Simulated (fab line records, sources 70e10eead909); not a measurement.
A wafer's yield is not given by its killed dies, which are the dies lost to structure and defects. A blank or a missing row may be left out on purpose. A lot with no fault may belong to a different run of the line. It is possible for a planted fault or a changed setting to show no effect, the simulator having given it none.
Commonality check across tools ; flow nand harc ; 36 wafers sampled across 12 lots

WHY THIS WAS OPENED
At NHARC_P_STI_INSPECT_11 the reading raw defect count is flagged on 2 of 12 lots. No-fault wafers: 6.1, standard deviation 2.8.
Rule: a lot is flagged when every wafer of it that has a number lies more than 4 standard deviations from that mean, or none has a number. The other lots count as sound.

lot;measured;on;raw defect count, wafer by wafer;flag
L861;day 2 11:34;defect inspect-02;5 4 3;
L862;day 2 18:48;defect inspect-01;5 7 4;
L866;day 3 18:39;defect inspect-02;7 5 6;
L867;day 4 02:23;defect inspect-01;7 3 5;
L869;day 4 11:23;defect inspect-01;9 8 5;
L870;day 4 19:28;defect inspect-02;5 6 3;
L872;day 5 06:56;defect inspect-01;10 4 7;
L874;day 5 17:18;defect inspect-01;11 10 9;
L875;day 5 22:56;defect inspect-01;3 3 5;
L876;day 6 06:13;defect inspect-02;6 1 7;
L877;day 6 14:11;defect inspect-02;354 330 286;FLAGGED
L878;day 6 14:22;defect inspect-02;300 299 295;FLAGGED
The numbers of the flagged lots are 310.7 on average: +304.6 against the usual, or +99 or more standard deviations.

EACH LOT AND THE TOOL IT RAN ON
The record keeps 1 process step preceding the reading, out of 1159 steps on the route. Cell contents, in order: the tool; ch with the chambers the sampled wafers went through; the start.
lot;flag;NHARC_P_STI_HM_DEP_30
L861;;lpcvd-01 ch 1, day 2 07:20
L862;;lpcvd-02 ch 0, day 2 14:38
L866;;lpcvd-02 ch 1, day 3 14:34
L867;;lpcvd-02 ch 1, day 3 22:11
L869;;lpcvd-01 ch 0, day 4 07:19
L870;;lpcvd-01 ch 1, day 4 15:11
L872;;lpcvd-01 ch 1, day 5 02:40
L874;;lpcvd-01 ch 0, day 5 13:04
L875;;lpcvd-01 ch 1, day 5 18:51
L876;;lpcvd-02 ch 1, day 6 02:07
L877;FLAGGED;lpcvd-01 ch 1, day 6 10:05
L878;FLAGGED;lpcvd-01 ch 0, day 6 10:05
What these steps do:
- NHARC_P_STI_HM_DEP_30: deposits Si3N4, target thk 80 nm, time 873 s.
- NHARC_P_STI_INSPECT_11

FLAGGED OVER TOTAL, TOOL BY TOOL (the gauges that took the reading come last)
step;tool;lots run;flagged;share of the flagged lots;sound lots run after its first flagged lot
NHARC_P_STI_HM_DEP_30;lpcvd-01;8;2;all;0
NHARC_P_STI_HM_DEP_30;lpcvd-02;4;0;none;-
NHARC_P_STI_INSPECT_11;defect inspect-01;6;0;none;-
NHARC_P_STI_INSPECT_11;defect inspect-02;6;2;all;0

WHAT THE TABLE ALLOWS
2 rows of the table ran every flagged lot: lpcvd-01 at NHARC_P_STI_HM_DEP_30, defect inspect-02 at NHARC_P_STI_INSPECT_11.
- lpcvd-01 at NHARC_P_STI_HM_DEP_30 ran 8 lots, 2 of them flagged. Last sound lot L875 at day 5 18:51, first flagged lot L877 at day 6 10:05; a fault beginning in between fits.
- defect inspect-02 at NHARC_P_STI_INSPECT_11 ran 6 lots, 2 of them flagged. Last sound lot L876 at day 6 06:13, first flagged lot L877 at day 6 14:11; a fault beginning in between fits.
A lot count leaves these 2 tools indistinguishable: every one of them fits a fault beginning at some hour. More lots, or a look at what each step does to the wafer, might.

WHAT THE SIMULATOR PUT IN
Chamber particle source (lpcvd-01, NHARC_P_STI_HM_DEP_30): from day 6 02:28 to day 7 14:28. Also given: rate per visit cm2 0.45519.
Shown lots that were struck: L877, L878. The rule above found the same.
